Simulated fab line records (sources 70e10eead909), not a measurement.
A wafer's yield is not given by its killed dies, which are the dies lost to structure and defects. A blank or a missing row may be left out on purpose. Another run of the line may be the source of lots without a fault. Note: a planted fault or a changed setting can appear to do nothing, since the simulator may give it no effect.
fab line records -- flow nandHarc
record lots=11, wafers=33, lastDay=34
route steps=1302 shown A_CHANNEL_HOLE_D1@473
lots with no fault: from the same line, run without faults
startH: hours from the record's opening day to when the first of the lot's shown wafers began -- waitH: how many hours have passed since the lot's step before this one -- " unchanged from the row above -- L1.1+2: one row covering several wafers at once -- - no value, or no start given -- * or withheld: withheld -- < > ~ a bound
route shown NAME@n: NAME is a module with steps in the file, n the number in the route of the first one -- usual: average and standard deviation across the fault-free wafers -- same: alike in all rows -- chamber/n: place in a boat -- sites: per-site readings -- _std_site: standard deviation of those values -- _edge_site: inner sites' mean taken away from outer sites' mean -- radiusMm: how far each site lies from the wafer's centre -- mask NAME#n: copy n -- behind: the tool/chamber that last shaped the wafer -- hold: why the lot was held/for how many hours/how that ended -- device: which transistor (n, p or np) failed to switch -- end of line: tests of these same wafers at the route's end -- where a step has no rows: the recipe by itself -- killed: dies that structure and defects cost at the first sort, which is not the same as the wafer's yield -- map: dies across one wafer; x = killed, . = not, _ = none there
set.NAME: the run value of the setting; set.NAME@STEP: its run value at that earlier step -- model.NAME: the simulator's own value behind a step, which no gauge read
the route's steps for a sample of lots (tables are steps, rows are wafers)
services: when a tool's chamber went out of use (startH, in hours from the record's first day, below 0 if earlier), for how many hours, and the reason
## steps
# step NHARC_A_CHANNEL_HOLE_D1_ETCH_21
# recipe biasV=3000, sourceW=withheld, pressureMtorr=20, timeS=514.3, arFlowSccm=375, c4f8FlowSccm=89.3, o2FlowSccm=35.7, tempC=-20, targetDepthA=16000, chemistry=C4F8/O2/Ar
# usual drypumpMotorCurrentA=5.3/0.44, showerheadPlenumPTorr=3.63/0.11, throttleValvePct=32.155/0.0089
lot.wafer,tool,chamber,startH,waitH,drypumpMotorCurrentA,rfHoursCounterH,showerheadPlenumPTorr,throttleValvePct
L217.1,harEtch-02,1,194.29,0.3,5.4,298,3.54,32.149
L217.2,harEtch-02,0,194.29,0.3,4.8,298,3.63,32.165
L217.5,harEtch-02,0,194.29,0.3,4.8,-,3.63,32.156
L219.1,harEtch-02,0,210.08,0.3,4.8,306,3.62,32.160
L219.2,harEtch-02,1,210.08,0.3,5.4,306,3.54,32.155
L219.3,harEtch-02,0,210.08,0.3,4.8,-,3.62,32.160
L218.2,harEtch-02,1,214.23,0.3,5.4,310,3.54,32.157
L218.3,harEtch-02,0,214.23,0.3,4.8,-,3.62,32.166
L218.5,harEtch-02,1,214.23,0.3,5.4,-,3.54,32.156
L221.3,harEtch-01,0,234.32,0.3,6.0,-,3.61,32.145
L221.6,harEtch-01,1,234.32,0.3,5.1,-,3.72,32.158
L221.5,harEtch-01,0,234.32,0.3,6.0,-,3.61,32.149
L222.1,harEtch-01,1,242.55,0.3,5.1,119,3.72,32.144
L222.3,harEtch-01,0,242.55,0.3,6.0,-,3.60,32.158
L222.6,harEtch-01,0,242.55,0.3,6.1,-,3.60,32.148
L223.2,harEtch-01,0,256.35,0.3,6.0,126,3.60,32.150
L223.4,harEtch-01,0,256.35,0.3,6.0,-,3.60,32.163
L223.5,harEtch-01,0,256.35,0.3,6.0,-,3.60,32.158
L224.2,harEtch-02,0,263.50,0.3,4.8,344,3.60,32.156
L224.4,harEtch-02,0,263.50,0.3,4.8,-,3.60,32.141
L224.6,harEtch-02,1,263.50,0.3,5.4,-,3.52,32.168
L226.3,harEtch-02,1,279.07,0.3,5.4,-,3.51,32.174
L226.6,harEtch-02,1,279.07,0.3,5.4,-,3.51,32.146
L226.5,harEtch-02,0,279.07,0.3,4.8,-,3.60,32.160
L234.3,harEtch-02,0,356.04,0.3,4.8,-,3.58,32.145
L234.5,harEtch-02,0,356.04,0.3,4.8,-,3.58,32.149
L234.6,harEtch-02,1,356.04,0.3,5.4,-,3.49,32.159
L237.2,harEtch-02,1,398.11,0.3,5.3,0,3.93,32.157
L237.3,harEtch-02,1,398.11,0.3,5.3,-,3.93,32.143
L237.5,harEtch-02,1,398.11,0.3,5.4,-,3.93,32.162
L239.2,harEtch-02,0,418.49,0.3,4.8,16,3.92,32.154
L239.4,harEtch-02,0,418.49,0.3,4.9,-,3.92,32.142
L239.6,harEtch-02,1,418.49,0.3,5.4,-,3.92,32.170
# step NHARC_A_CHANNEL_HOLE_D1_ETCH_22
# recipe biasV=3000, sourceW=withheld, pressureMtorr=20, timeS=666.7, arFlowSccm=375, c4f8FlowSccm=89.3, o2FlowSccm=35.7, tempC=-20, targetDepthA=16000, chemistry=C4F8/O2/Ar
# usual drypumpMotorCurrentA=5.3/0.44, showerheadPlenumPTorr=3.63/0.11, throttleValvePct=32.154/0.0086
lot.wafer,tool,chamber,startH,waitH,drypumpMotorCurrentA,rfHoursCounterH,showerheadPlenumPTorr,throttleValvePct
L217.1,harEtch-02,1,194.74,0.4,5.4,299,3.54,32.163
L217.2,harEtch-02,0,194.74,0.4,4.8,299,3.63,32.154
L217.5,harEtch-02,0,194.74,0.4,4.8,-,3.63,32.146
L219.1,harEtch-02,0,210.52,0.4,4.8,306,3.62,32.145
L219.2,harEtch-02,1,210.52,0.4,5.4,306,3.54,32.152
L219.3,harEtch-02,0,210.52,0.4,4.8,-,3.62,32.156
L218.2,harEtch-02,1,214.68,0.4,5.4,310,3.54,32.162
L218.3,harEtch-02,0,214.68,0.4,4.8,-,3.62,32.160
L218.5,harEtch-02,1,214.68,0.4,5.3,-,3.54,32.169
L221.3,harEtch-01,0,234.83,0.4,6.0,-,3.61,32.158
L221.6,harEtch-01,1,234.83,0.4,5.1,-,3.72,32.159
L221.5,harEtch-01,0,234.83,0.4,6.0,-,3.61,32.172
L222.1,harEtch-01,1,243.00,0.4,5.1,119,3.72,32.154
L222.3,harEtch-01,0,243.00,0.4,6.1,-,3.60,32.141
L222.6,harEtch-01,0,243.00,0.4,6.0,-,3.60,32.142
L223.2,harEtch-01,0,256.79,0.4,6.0,127,3.60,32.143
L223.4,harEtch-01,0,256.79,0.4,6.0,-,3.60,32.150
L223.5,harEtch-01,0,256.79,0.4,6.0,-,3.60,32.155
L224.2,harEtch-02,0,263.95,0.4,4.8,345,3.60,32.158
L224.4,harEtch-02,0,263.95,0.4,4.8,-,3.60,32.162
L224.6,harEtch-02,1,263.95,0.4,5.4,-,3.52,32.148
L226.3,harEtch-02,1,279.56,0.4,5.4,-,3.51,32.150
L226.6,harEtch-02,1,279.56,0.4,5.4,-,3.51,32.158
L226.5,harEtch-02,0,279.56,0.4,4.8,-,3.60,32.160
L234.3,harEtch-02,0,356.52,0.4,4.9,-,3.58,32.153
L234.5,harEtch-02,0,356.52,0.4,4.8,-,3.58,32.162
L234.6,harEtch-02,1,356.52,0.4,5.4,-,3.49,32.143
L237.2,harEtch-02,1,398.57,0.4,5.4,1,3.93,32.149
L237.3,harEtch-02,1,398.57,0.4,5.4,-,3.93,32.157
L237.5,harEtch-02,1,398.57,0.4,5.4,-,3.93,32.147
L239.2,harEtch-02,0,418.95,0.4,4.8,16,3.92,32.184
L239.4,harEtch-02,0,418.95,0.4,4.8,-,3.92,32.156
L239.6,harEtch-02,1,418.95,0.4,5.4,-,3.92,32.138
# step NHARC_A_CHANNEL_HOLE_D1_ETCH_26
# recipe biasV=300, sourceW=2000, pressureMtorr=30, timeS=224.1, arFlowSccm=375, c4f8FlowSccm=11.4, o2FlowSccm=113.6, tempC=-20, targetDepthA=3000, chemistry=C4F8/O2/Ar
# usual drypumpMotorCurrentA=5.3/0.43, showerheadPlenumPTorr=3.67/0.12, throttleValvePct=24.584/0.0096
lot.wafer,tool,chamber,startH,waitH,drypumpMotorCurrentA,rfHoursCounterH,showerheadPlenumPTorr,throttleValvePct
L217.1,harEtch-02,1,197.64,0.7,5.4,302,3.58,24.584
L217.2,harEtch-02,0,197.64,0.7,4.8,302,3.67,24.573
L217.5,harEtch-02,0,197.64,0.7,4.9,-,3.67,24.580
L219.1,harEtch-02,0,213.42,0.7,4.8,309,3.66,24.565
L219.2,harEtch-02,1,213.42,0.7,5.4,309,3.57,24.588
L219.3,harEtch-02,0,213.42,0.7,4.8,-,3.66,24.582
L218.2,harEtch-02,1,217.61,0.7,5.4,313,3.57,24.588
L218.3,harEtch-02,0,217.61,0.7,4.8,-,3.66,24.590
L218.5,harEtch-02,1,217.61,0.7,5.4,-,3.57,24.564
L221.3,harEtch-01,0,237.57,0.4,6.1,-,3.65,24.600
L221.6,harEtch-01,1,237.57,0.4,5.1,-,3.77,24.581
L221.5,harEtch-01,0,237.57,0.4,6.0,-,3.65,24.579
L222.1,harEtch-01,1,245.86,0.6,5.1,122,3.76,24.576
L222.3,harEtch-01,0,245.86,0.6,6.0,-,3.64,24.566
L222.6,harEtch-01,0,245.86,0.6,6.0,-,3.64,24.589
L223.2,harEtch-01,0,259.69,0.7,6.0,130,3.64,24.593
L223.4,harEtch-01,0,259.69,0.7,6.0,-,3.64,24.589
L223.5,harEtch-01,0,259.69,0.7,6.1,-,3.64,24.587
L224.2,harEtch-02,0,266.80,0.6,4.8,347,3.64,24.579
L224.4,harEtch-02,0,266.80,0.6,4.8,-,3.64,24.576
L224.6,harEtch-02,1,266.80,0.6,5.4,-,3.55,24.584
L226.3,harEtch-02,1,282.33,0.5,5.4,-,3.55,24.579
L226.6,harEtch-02,1,282.33,0.5,5.3,-,3.55,24.566
L226.5,harEtch-02,0,282.33,0.5,4.8,-,3.64,24.579
L234.3,harEtch-02,0,359.31,0.5,4.8,-,3.62,24.590
L234.5,harEtch-02,0,359.31,0.5,4.8,-,3.62,24.590
L234.6,harEtch-02,1,359.31,0.5,5.4,-,3.53,24.574
L237.2,harEtch-02,1,401.41,0.6,5.4,4,3.99,24.586
L237.3,harEtch-02,1,401.41,0.6,5.4,-,3.99,24.593
L237.5,harEtch-02,1,401.41,0.6,5.4,-,3.99,24.580
L239.2,harEtch-02,0,421.80,0.6,4.8,19,3.98,24.586
L239.4,harEtch-02,0,421.80,0.6,4.8,-,3.98,24.573
L239.6,harEtch-02,1,421.80,0.6,5.4,-,3.98,24.593
# step NHARC_A_CHANNEL_HOLE_D1_STRIP_27
# recipe o2FlowSccm=500, arFlowSccm=0, biasW=0, chemistry=O2
# usual drypumpMotorCurrentA=5.6/0.42, oesProductAu=0.998/0.013, rfVppV=57.9/0.83, showerheadPlenumPTorr=3.59/0.12, throttleValvePct=17.037/0.0093
lot.wafer,tool,chamber,startH,waitH,drypumpMotorCurrentA,oesProductAu,rfHoursCounterH,rfVppV,showerheadPlenumPTorr,throttleValvePct
L217.2,rieDiel-10,0,-,-,5.8,0.998,12,58.2,3.70,17.035
L217.1,rieDiel-10,1,-,-,5.4,1.006,10,57.1,3.63,17.040
L217.5,rieDiel-10,0,-,-,5.8,0.998,-,58.4,3.70,17.024
L219.3,rieDiel-10,3,-,-,5.7,1.008,12,59.3,3.54,17.025
L219.1,rieDiel-10,0,-,-,5.8,0.991,13,57.3,3.70,17.040
L219.2,rieDiel-10,1,-,-,5.5,0.999,12,57.9,3.63,17.048
L218.2,rieDiel-09,1,-,-,5.9,1.011,23,58.2,3.44,17.053
L218.3,rieDiel-09,0,-,-,6.1,1.007,20,58.1,3.80,17.035
L218.5,rieDiel-09,1,-,-,5.9,1.012,-,57.5,3.44,17.037
L221.3,rieDiel-10,1,-,-,5.4,1.007,14,57.5,3.63,17.037
L221.5,rieDiel-10,1,-,-,5.4,1.017,-,59.0,3.63,17.049
L221.6,rieDiel-10,2,-,-,4.7,0.984,-,57.7,3.45,17.044
L222.3,rieDiel-09,2,-,-,6.2,0.990,37,57.8,3.67,17.037
L222.1,rieDiel-09,3,-,-,5.3,1.011,36,57.1,3.47,17.039
L222.6,rieDiel-09,3,-,-,5.3,1.013,-,57.0,3.47,17.023
L223.4,rieDiel-09,2,-,-,6.2,1.003,41,57.6,3.67,17.051
L223.2,rieDiel-09,3,-,-,5.4,1.027,40,57.6,3.46,17.043
L223.5,rieDiel-09,1,-,-,5.9,1.021,-,56.3,3.43,17.045
L224.4,rieDiel-10,0,-,-,5.8,1.014,2,58.8,3.69,17.043
L224.2,rieDiel-10,1,-,-,5.4,0.995,2,58.6,3.63,17.028
L224.6,rieDiel-10,0,-,-,5.8,1.010,-,59.5,3.69,17.031
L226.3,rieDiel-10,1,-,-,5.4,0.973,3,58.2,3.63,17.037
L226.6,rieDiel-10,3,-,-,5.7,0.993,-,56.5,3.54,17.044
L226.5,rieDiel-10,0,-,-,5.9,1.000,-,58.9,3.69,17.035
L234.3,rieDiel-09,0,-,-,6.1,0.980,11,58.0,3.77,17.029
L234.5,rieDiel-09,2,-,-,6.2,1.015,-,59.0,3.65,17.044
L234.6,rieDiel-09,3,-,-,5.3,1.004,-,58.5,3.45,17.019
L237.2,rieDiel-10,0,-,-,5.9,1.003,14,58.2,3.69,17.023
L237.3,rieDiel-10,3,-,-,5.7,0.997,12,56.7,3.53,17.031
L237.5,rieDiel-10,1,-,-,5.4,0.980,-,57.9,3.62,17.043
L239.4,rieDiel-13,2,-,-,5.2,1.012,19,57.2,3.65,17.042
L239.2,rieDiel-13,1,-,-,5.9,1.008,26,58.4,3.33,17.055
L239.6,rieDiel-13,3,-,-,5.2,0.977,-,58.0,3.73,17.036
# step NHARC_A_CHANNEL_HOLE_D1_XSEM_31
# recipe landingEnergyEv=35000
# usual botCdNm=75.4/2, bowNm=8.62/0.28, tiltDeg=0.07/0.05
# same landingEnergyEv=35000
lot.wafer,tool,chamber,startH,waitH,botCdNm,bowNm,tiltDeg
L217.1,xsem-01,0,199.46,0.1,73.7,8.84,0.10
L217.2,xsem-01,0,199.46,0.1,73.2,8.83,0.10
L217.5,xsem-01,0,199.46,0.1,73.5,8.80,0.10
L219.1,xsem-02,0,215.26,0.1,78.1,8.76,0.06
L219.2,xsem-02,0,215.26,0.1,74.7,8.71,0.06
L219.3,xsem-02,0,215.26,0.1,74.8,8.71,0.06
L218.2,xsem-01,0,219.45,0.1,79.0,8.53,0.04
L218.3,xsem-01,0,219.45,0.1,76.4,8.58,0.04
L218.5,xsem-01,0,219.45,0.1,78.0,8.52,0.04
L221.3,xsem-02,0,239.31,0.1,75.3,8.64,0.06
L221.5,xsem-02,0,239.31,0.1,76.4,8.68,0.06
L221.6,xsem-02,0,239.31,0.1,74.0,8.69,0.05
L222.1,xsem-01,0,247.65,0.1,73.1,8.92,0.04
L222.3,xsem-01,0,247.65,0.1,70.2,8.86,0.04
L222.6,xsem-01,0,247.65,0.1,70.6,8.97,0.04
L223.2,xsem-02,0,261.53,0.1,74.1,8.69,0.03
L223.4,xsem-02,0,261.53,0.1,73.8,8.70,0.03
L223.5,xsem-02,0,261.53,0.1,76.4,8.62,0.03
L224.2,xsem-02,0,268.60,0.1,73.1,8.83,0.07
L224.4,xsem-02,0,268.60,0.1,77.2,8.86,0.08
L224.6,xsem-02,0,268.60,0.1,79.7,8.80,0.07
L226.3,xsem-02,0,284.10,0.1,77.9,8.58,0.09
L226.5,xsem-02,0,284.10,0.1,77.3,8.64,0.09
L226.6,xsem-02,0,284.10,0.1,76.7,8.57,0.09
L234.3,xsem-02,0,361.37,0.1,76.0,8.04,0.01
L234.5,xsem-02,0,361.37,0.1,74.5,7.99,0.01
L234.6,xsem-02,0,361.37,0.1,78.1,8.00,0.01
L237.2,xsem-01,0,403.21,0.1,75.6,10.06,0.04
L237.3,xsem-01,0,403.21,0.1,73.4,10.08,0.04
L237.5,xsem-01,0,403.21,0.1,73.6,10.06,0.04
L237.2,xsem-01,0,-,-,75.8,-,0.07
L237.3,xsem-01,0,-,-,73.3,-,0.07
L237.5,xsem-01,0,-,-,74.0,-,0.08
L239.2,xsem-02,0,423.66,0.1,74.2,8.79,0.10
L239.4,xsem-02,0,423.66,0.1,73.1,8.71,0.10
L239.6,xsem-02,0,423.66,0.1,74.2,10.35,0.10
L239.2,xsem-02,0,-,-,75.5,-,0.06
L239.4,xsem-02,0,-,-,73.8,-,0.06
L239.6,xsem-02,0,-,-,75.9,-,0.06
## services
tool,chamber,startH,hours,kind
rieDiel-10,2,171.16,11.7,repair
rieDiel-09,0,171.32,3.0,repair
rieDiel-10,3,175.32,6.7,repair
harEtch-01,-,182.69,17.0,repair
rieDiel-10,-,242.69,9.0,pm
harEtch-01,-,246.46,1.0,repair
rieDiel-09,2,261.33,4.3,repair
rieDiel-13,0,298.47,3.4,repair
rieDiel-13,2,300.65,10.0,repair
rieDiel-09,-,318.44,0.7,repair
rieDiel-09,-,320.14,9.0,pm
rieDiel-13,-,342.16,9.0,pm
rieDiel-10,3,342.48,11.4,repair
rieDiel-09,1,356.47,11.1,repair
xsem-01,-,374.00,14.0,pm
harEtch-02,-,380.61,17.0,pm
harEtch-02,0,380.61,17.0,ventCycle
harEtch-02,1,380.61,17.0,ventCycle
rieDiel-13,2,384.14,13.5,repair
harEtch-02,0,397.61,-,clean
harEtch-02,0,397.61,-,consumableReplace:focusRing
harEtch-02,0,397.61,-,consumableReplace:showerhead
rieDiel-09,1,399.58,2.5,repair
rieDiel-10,-,419.69,9.0,pm
## key
firstSign step=NHARC_A_CHANNEL_HOLE_D1_XSEM_31, reading=visit, direction=added
effect step=NHARC_A_CHANNEL_HOLE_D1_XSEM_31, reading=bowNm, direction=up, sigmas=5.5, usual=8.62, struck=10.14
metAt NHARC_A_CHANNEL_HOLE_D1_ETCH_22
struckLots L237,L239
struckWafers L237.2,L237.3,L237.5,L239.6
testerLeftOut L237,L239
notActingAt NHARC_A_CHANNEL_HOLE_D1_ETCH_21,NHARC_A_CHANNEL_HOLE_D1_ETCH_26,NHARC_A_CHANNEL_HOLE_D1_STRIP_27
onsetBetween 356.52 398.57
fault kind=processParameterDrift, tool=harEtch-02, chamber=1, onsetH=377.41, steps=NHARC_A_CHANNEL_HOLE_D1_ETCH_22, channel=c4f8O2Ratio, offset=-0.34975, shape=step, endH=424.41, actsIn=theseRecipesOnly, stated=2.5
# testerLeftOut: of these lots the tester's yield and bins aren't shown, on N5 and GAA mostly nor the transistor test; their killed dies are dies lost to structure and defects alone, not to doping, threshold or leakage, so they don't give the yield
